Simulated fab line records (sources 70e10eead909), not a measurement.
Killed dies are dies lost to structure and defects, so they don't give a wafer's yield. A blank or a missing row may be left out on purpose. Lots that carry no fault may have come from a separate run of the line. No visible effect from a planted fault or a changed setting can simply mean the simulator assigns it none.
Chamber matching | flow nand-harc | rie-diel-07 running NHARC_A_STAIRCASE_DESCUM_168: 4 sister chambers
The step chemistry O2, time 3 s. 30 wafers are shown with their chamber, then 12 later ones without.

## WAFERS, EACH WITH ITS CHAMBER
wafer  | chamber | drypump-motor-current-A (A) | showerhead-plenum-p-Torr (Torr) | oes-product-au (a.u.)
L074.3 | 1       | 5.5                         | 1.89                            | 0.996
L074.4 | 2       | 5.6                         | 1.91                            | 0.996
L074.6 | 0       | 5.8                         | 2.00                            | 0.996
L076.4 | 3       | 6.0                         | 1.96                            | 0.997
L076.5 | 3       | 6.0                         | 1.96                            | 0.998
L076.6 | 0       | 5.8                         | 2.00                            | 0.995
L082.1 | 1       | 5.5                         | 1.88                            | 0.998
L082.4 | 3       | 6.0                         | 1.95                            | 1.005
L082.6 | 3       | 6.0                         | 1.95                            | 1.004
L085.1 | 0       | 5.8                         | 1.99                            | 1.004
L085.3 | 2       | 5.6                         | 1.90                            | 1.000
L085.5 | 2       | 5.6                         | 1.90                            | 0.997
L085.2 | 3       | 6.0                         | 1.95                            | 0.995
L085.4 | 0       | 5.8                         | 1.99                            | 0.992
L085.6 | 3       | 6.0                         | 1.95                            | 0.996
L089.2 | 3       | 6.0                         | 1.94                            | 1.001
L089.3 | 1       | 5.5                         | 1.87                            | 0.986
L089.5 | 1       | 5.5                         | 1.87                            | 0.994
L088.2 | 2       | 5.6                         | 1.89                            | 1.004
L088.5 | 0       | 5.7                         | 1.98                            | 1.011
L088.6 | 3       | 6.0                         | 1.94                            | 0.997
L091.1 | 0       | 5.8                         | 1.98                            | 1.003
L091.4 | 3       | 6.0                         | 1.94                            | 1.009
L091.6 | 0       | 5.8                         | 1.98                            | 0.996
L091.2 | 1       | 5.5                         | 1.87                            | 0.994
L091.3 | 2       | 5.6                         | 1.89                            | 1.002
L091.5 | 3       | 6.0                         | 1.94                            | 1.004
L090.3 | 2       | 5.6                         | 1.89                            | 0.995
L090.4 | 3       | 6.0                         | 1.94                            | 0.997
L090.5 | 0       | 5.7                         | 1.98                            | 0.996

SIGNATURES (means of the wafers above)
reading                  | chamber 0 | chamber 1 | chamber 2 | chamber 3 | scatter within a chamber
drypump-motor-current-A  | 5.775     | 5.500     | 5.600     | 6.000     | 0.024
showerhead-plenum-p-Torr | 1.9875    | 1.8760    | 1.8967    | 1.9473    | 0.00837
oes-product-au           | 0.99912   | 0.99360   | 0.99900   | 1.00027   | 0.00494
Rule: distance of a wafer from a chamber = root of the sum over the readings of ((wafer's reading minus chamber's mean) / reading's scatter) squared. If the next closest chamber is less than 2 further off than the closest, the wafer can't be placed; otherwise it belongs to the closest. The scatter is the square root of a quotient: the sum, over the shown wafers, of each reading's squared deviation from its chamber's mean, divided by wafers minus chambers.

## WAFERS WHOSE CHAMBER IS MISSING
wafer  | drypump-motor-current-A (A) | showerhead-plenum-p-Torr (Torr) | oes-product-au (a.u.)
L090.1 | 5.8                         | 1.98                            | 1.000
L090.2 | 5.5                         | 1.87                            | 0.997
L090.6 | 6.0                         | 1.94                            | 1.004
L093.4 | 6.0                         | 1.94                            | 1.010
L093.5 | 5.5                         | 1.87                            | 0.987
L093.6 | 5.8                         | 1.98                            | 1.000
L092.4 | 5.5                         | 1.87                            | 1.000
L092.5 | 5.6                         | 1.89                            | 1.000
L092.6 | 5.5                         | 1.87                            | 0.994
L094.1 | 5.6                         | 1.89                            | 1.012
L094.3 | 5.5                         | 1.87                            | 0.985
L094.4 | 5.8                         | 1.98                            | 0.998

## THE CHAMBER EACH PASSED THROUGH
wafer  | from the rows above | in truth
L090.1 | 0                   | 0
L090.2 | 1                   | 1
L090.6 | 3                   | 3
L093.4 | 3                   | 3
L093.5 | 1                   | 1
L093.6 | 0                   | 0
L092.4 | 1                   | 1
L092.5 | 2                   | 2
L092.6 | 1                   | 1
L094.1 | 2                   | 2
L094.3 | 1                   | 1
L094.4 | 0                   | 0
12 of 12 placed correctly. Can't be placed from these rows: 0. Number placed wrongly: 0.
